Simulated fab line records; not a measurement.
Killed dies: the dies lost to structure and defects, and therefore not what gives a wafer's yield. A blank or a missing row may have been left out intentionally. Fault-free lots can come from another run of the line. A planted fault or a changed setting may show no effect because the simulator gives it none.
Chamber matching || flow n5Finfet || 4 sister chambers for N5_BEOL_M9_ALD_74 on aldMetal-01
The step deposits TaN, target thk 2 nm, pulse time 2 s, purge time 3 s. 4 wafers are shown with their chamber, then 7 later ones without.

== WAFERS, EACH WITH ITS CHAMBER ==
{"wafer": "L088.1", "chamber": 0, "heaterPowerOuterW (W)": 218}
{"wafer": "L088.3", "chamber": 3, "heaterPowerOuterW (W)": 215}
{"wafer": "L087.2", "chamber": 1, "heaterPowerOuterW (W)": 225}
{"wafer": "L087.3", "chamber": 2, "heaterPowerOuterW (W)": 246}

== WAFERS WITHOUT THEIR CHAMBER ==
{"wafer": "L087.6", "heaterPowerOuterW (W)": 214}
{"wafer": "L090.1", "heaterPowerOuterW (W)": 218}
{"wafer": "L090.3", "heaterPowerOuterW (W)": 254}
{"wafer": "L090.5", "heaterPowerOuterW (W)": 219}
{"wafer": "L096.4", "heaterPowerOuterW (W)": 218}
{"wafer": "L096.5", "heaterPowerOuterW (W)": 246}
{"wafer": "L096.6", "heaterPowerOuterW (W)": 218}

== THE CHAMBER EACH PASSED THROUGH ==
{"wafer": "L087.6", "from the rows above": "can't be placed: 3 or 0", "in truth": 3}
{"wafer": "L090.1", "from the rows above": "can't be placed: 0 or 3", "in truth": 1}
{"wafer": "L090.3", "from the rows above": 2, "in truth": 2}
{"wafer": "L090.5", "from the rows above": "can't be placed: 0 or 3 or 1", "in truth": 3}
{"wafer": "L096.4", "from the rows above": "can't be placed: 0 or 3", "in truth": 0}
{"wafer": "L096.5", "from the rows above": 2, "in truth": 2}
{"wafer": "L096.6", "from the rows above": "can't be placed: 0 or 3", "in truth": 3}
Placed correctly: 2 of 7. These rows do not allow placing 5 (true chamber among the candidates in 4). 0 placed wrongly.
How it was worked out, from the rows above alone: a wafer's distance from a chamber is the root of the sum, over the readings, of the square of ((its reading less the chamber's mean) divided by the reading's scatter). The wafer belongs to the nearest chamber; if the next one is less than 2 further off, it can't be placed. A chamber's mean is the mean of its shown wafers. The scatter (one wafer shown for each chamber): square how far every hidden wafer sits from the nearest shown wafer, average those squares and take the square root.
